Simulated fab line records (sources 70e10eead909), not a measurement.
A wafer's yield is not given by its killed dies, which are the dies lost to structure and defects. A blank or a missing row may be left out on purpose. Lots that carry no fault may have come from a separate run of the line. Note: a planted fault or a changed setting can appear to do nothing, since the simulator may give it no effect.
Chamber matching || flow nand-harc || NHARC_A_CHANNEL_HOLE_D1_DEP_01 on pecvd-02 has 3 sister chambers
The step deposits SiON, target thk 140 nm. 16 wafers are shown with their chamber, then 8 later ones without.

## EACH WAFER AND ITS CHAMBER
{"wafer": "L437.1", "chamber": 0, "showerhead-vpp-V (V)": 1068, "heater-power-w (W)": 696}
{"wafer": "L437.2", "chamber": 1, "showerhead-vpp-V (V)": 1180, "heater-power-w (W)": 663}
{"wafer": "L437.3", "chamber": 2, "showerhead-vpp-V (V)": 1136, "heater-power-w (W)": 871}
{"wafer": "L436.2", "chamber": 2, "showerhead-vpp-V (V)": 1131, "heater-power-w (W)": 758}
{"wafer": "L436.3", "chamber": 1, "showerhead-vpp-V (V)": 1194, "heater-power-w (W)": 745}
{"wafer": "L436.5", "chamber": 1, "showerhead-vpp-V (V)": 1178, "heater-power-w (W)": 748}
{"wafer": "L441.1", "chamber": 0, "showerhead-vpp-V (V)": 1071, "heater-power-w (W)": 741}
{"wafer": "L441.2", "chamber": 1, "showerhead-vpp-V (V)": 1184, "heater-power-w (W)": 708}
{"wafer": "L441.4", "chamber": 2, "showerhead-vpp-V (V)": 1128, "heater-power-w (W)": 822}
{"wafer": "L439.2", "chamber": 1, "showerhead-vpp-V (V)": 1227, "heater-power-w (W)": 692}
{"wafer": "L439.4", "chamber": 1, "showerhead-vpp-V (V)": 1201, "heater-power-w (W)": 707}
{"wafer": "L439.5", "chamber": 0, "showerhead-vpp-V (V)": 1053, "heater-power-w (W)": 770}
{"wafer": "L443.1", "chamber": 2, "showerhead-vpp-V (V)": 1156, "heater-power-w (W)": 889}
{"wafer": "L443.4", "chamber": 1, "showerhead-vpp-V (V)": 1173, "heater-power-w (W)": 741}
{"wafer": "L443.5", "chamber": 2, "showerhead-vpp-V (V)": 1119, "heater-power-w (W)": 897}
{"wafer": "L444.1", "chamber": 1, "showerhead-vpp-V (V)": 1205, "heater-power-w (W)": 749}

SIGNATURES, as means of the wafers listed above
{"reading": "showerhead-vpp-V", "chamber 0": 1064.00, "chamber 1": 1192.75, "chamber 2": 1134.00, "scatter within a chamber": 15.6}
{"reading": "heater-power-w", "chamber 0": 735.67, "chamber 1": 719.12, "chamber 2": 847.40, "scatter within a chamber": 42.2}
Rule: for each reading, subtract the chamber's mean from the wafer's reading, divide by that reading's scatter and square the result; add these up over the readings and take the root, which gives the wafer's distance from the chamber. The wafer belongs to the nearest chamber; if the next one is less than 2 further off, it can't be placed. How the scatter is found: for the shown wafers, subtract from each reading the mean of its chamber, square and add these, divide the total by (wafers less chambers), then take the root.

## WAFERS WHOSE CHAMBER IS MISSING
{"wafer": "L444.5", "showerhead-vpp-V (V)": 1157, "heater-power-w (W)": 902}
{"wafer": "L444.6", "showerhead-vpp-V (V)": 1175, "heater-power-w (W)": 746}
{"wafer": "L446.2", "showerhead-vpp-V (V)": 1115, "heater-power-w (W)": 836}
{"wafer": "L446.3", "showerhead-vpp-V (V)": 1050, "heater-power-w (W)": 738}
{"wafer": "L446.5", "showerhead-vpp-V (V)": 1112, "heater-power-w (W)": 820}
{"wafer": "L445.4", "showerhead-vpp-V (V)": 1082, "heater-power-w (W)": 776}
{"wafer": "L445.5", "showerhead-vpp-V (V)": 1199, "heater-power-w (W)": 680}
{"wafer": "L445.6", "showerhead-vpp-V (V)": 1137, "heater-power-w (W)": 887}

## THE CHAMBER EACH PASSED THROUGH
{"wafer": "L444.5", "from the rows above": 2, "in truth": 2}
{"wafer": "L444.6", "from the rows above": 1, "in truth": 1}
{"wafer": "L446.2", "from the rows above": 2, "in truth": 2}
{"wafer": "L446.3", "from the rows above": 0, "in truth": 0}
{"wafer": "L446.5", "from the rows above": 2, "in truth": 2}
{"wafer": "L445.4", "from the rows above": 0, "in truth": 0}
{"wafer": "L445.5", "from the rows above": 1, "in truth": 1}
{"wafer": "L445.6", "from the rows above": 2, "in truth": 2}
Placed correctly: 8 of 8. Can't be placed from these rows: 0. Placed wrongly: 0.
